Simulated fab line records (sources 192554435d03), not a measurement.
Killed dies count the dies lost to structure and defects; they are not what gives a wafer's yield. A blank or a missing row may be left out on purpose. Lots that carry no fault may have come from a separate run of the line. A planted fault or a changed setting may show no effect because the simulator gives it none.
Struck lot and sound lot, side by side :: flow n5-finfet :: 19 out of 1938 route steps
Sound: the wafers L453.2, L453.4, L453.5. Wafers L461.2, L461.3, L461.5 were the ones struck. Last of all comes the cause.
Per side, at each step with rows, come the tool, then ch with its chambers, and then its first start. Under that, the readings that differ: sound wafers :: struck wafers :: difference of the means :: sigmas: that difference in standard deviations of wafers without a fault.
alike: same words and numbers on both sides, and readings whose means sit less than 2 such deviations apart. not compared: any withheld reading, any reading some wafer has no value for, any bound like >300 that may hide the same value, and any number with overlapping values for which the record gives no deviation.
The two part at a step that has a row with sigmas, a row that says differs or no value, or rows on one side only. Numbers that don't overlap but have no deviation are shown without sigmas and don't part them. A reading missing from all wafers of one side parts the sides only when that side holds two or more wafers.

N5_BEOL_M9_ETCH_62: etches SOC in N2/H2, target depth 110 nm, overetch 22 nm, time 165 s.
  sound on rie-diel-01 ch 0,1,2, day 11 08:14; struck on rie-diel-03 ch 0,2,3, day 13 19:27
  alike: drypump-motor-current-A, oes-product-au, rf-vpp-V, showerhead-plenum-p-Torr, throttle-valve-pct
  not compared: rf-hours-counter-h
then, 1 step without rows for these wafers: N5_BEOL_M9_STRIP_68 (strips in N2/H2).
N5_BEOL_M9_STRIP_67: strips in CF4.
  sound on rie-diel-01 ch 0,1,2, day 11 08:23; struck on rie-diel-03 ch 0,2,3, day 13 19:36
  alike: drypump-motor-current-A, oes-product-au, rf-vpp-V, showerhead-plenum-p-Torr, throttle-valve-pct
  not compared: rf-hours-counter-h
N5_BEOL_M9_HM_OPEN_17: chemistry Cl2/BCl3, target TiN, target depth 20 nm, overetch 6 nm.
  sound on rie-metal-01 ch 1, day 11 08:28; struck on rie-metal-01 ch 0,1, day 13 19:39
  alike: drypump-motor-current-A, he-backside-leak-sccm, oes_ar_750_au, oes-product-au, throttle-valve-pct
  not compared: rf-hours-counter-h
N5_BEOL_M9_STRIP_19: strips in O2.
  sound on rie-diel-01 ch 0,1, day 11 08:44; struck on rie-diel-01 ch 1,2, day 13 19:46
reading: showerhead-plenum-p-Torr (Torr)
sound: 2.24 1.99 2.24
struck: 2.04 1.98 1.98
difference: -0.16
sigmas: -2
  alike: drypump-motor-current-A, oes-product-au, rf-vpp-V, throttle-valve-pct
  not compared: rf-hours-counter-h
N5_BEOL_M9_CD_MEAS_18: pitch 140 nm, target cd 70 nm.
  sound on cd-sem-01 at day 11 08:49; struck on cd-sem-01 at day 13 19:50
  alike: cd-nm
then, 6 steps without rows for these wafers: N5_BEOL_M9_COAT_63 (time 60 s, resist thk 60 nm); N5_BEOL_M9_COAT_64 (time 60 s, resist thk 12 nm); N5_BEOL_M9_COAT_75 (time 60 s, resist thk 5 nm); N5_BEOL_M9_COAT_22 (resist thk 30 nm); N5_BEOL_M9_EBR_24; N5_BEOL_M9_SOFTBAKE_23 (time 60 s).
N5_BEOL_M9_EXPOSE_25: exposes mask V8.
  sound on euv-scanner-02 ch 0, day 11 10:01; struck on euv-scanner-02 ch 0, day 13 21:44
reading: model.BEOL_M9.overlay-x-nm (nm)
sound: -1 -1 -1
struck: 3.8 3.8 3.8
difference: +4.8
sigmas: 
  alike: mask
then, 2 steps without rows for these wafers: N5_BEOL_M9_PEB_26 (peb time 60 s); N5_BEOL_M9_DEVELOP_27 (develop time 30 s).
N5_BEOL_M9_CD_MEAS_28: target cd 70 nm.
  sound on cd-sem-02 ch 0, day 11 10:08; struck on cd-sem-01 ch 0, day 13 21:52
  alike: cd-nm
N5_BEOL_M9_OVL_MEAS_29:
  sound on overlay-02 ch 0, day 11 10:29; struck on overlay-02 ch 0, day 13 21:54
reading: V8_OVL (nm)
sound: -1.3 -1.3 -0.2
struck: 3.6 3.8 4.4
difference: +4.9
sigmas: +7
N5_BEOL_M9_INSPECT_30: inspects for defects (brightfield).
  sound on defect-inspect-01 at day 11 10:33; struck on defect-inspect-01 at day 13 21:57
  alike: raw-defect-count
-- the record jumps here: 3 days lie between the struck wafers' starts before and after (it left off in module BEOL_M9 and takes up again in module PASSIVATION, whose first step shown is number 1936 of the route) --
N5_PASSIVATION_PROBE_49:
  sound on prober-01 at day 14 12:43; struck on prober-02 at day 16 20:51
  alike: defect-limited-yield, killed_at_M0_to_M3, killed_at_M4_up, killed-at-contacts, killed-at-front-end, killed-at-other, killed-dies, killed-open, killed-short, sort_bin_4_leakage, sort_bin_5_function, sort_bin_6_memory, sort_bin_8_speed, sort-n-pass

== WHERE THEY PART ==
First at N5_BEOL_M9_STRIP_19; last, within this record, at N5_BEOL_M9_OVL_MEAS_29. Later steps at which nothing parts them and some readings are alike: N5_BEOL_M9_INSPECT_30, N5_PASSIVATION_PROBE_49.

WHY: whatever the simulator had introduced
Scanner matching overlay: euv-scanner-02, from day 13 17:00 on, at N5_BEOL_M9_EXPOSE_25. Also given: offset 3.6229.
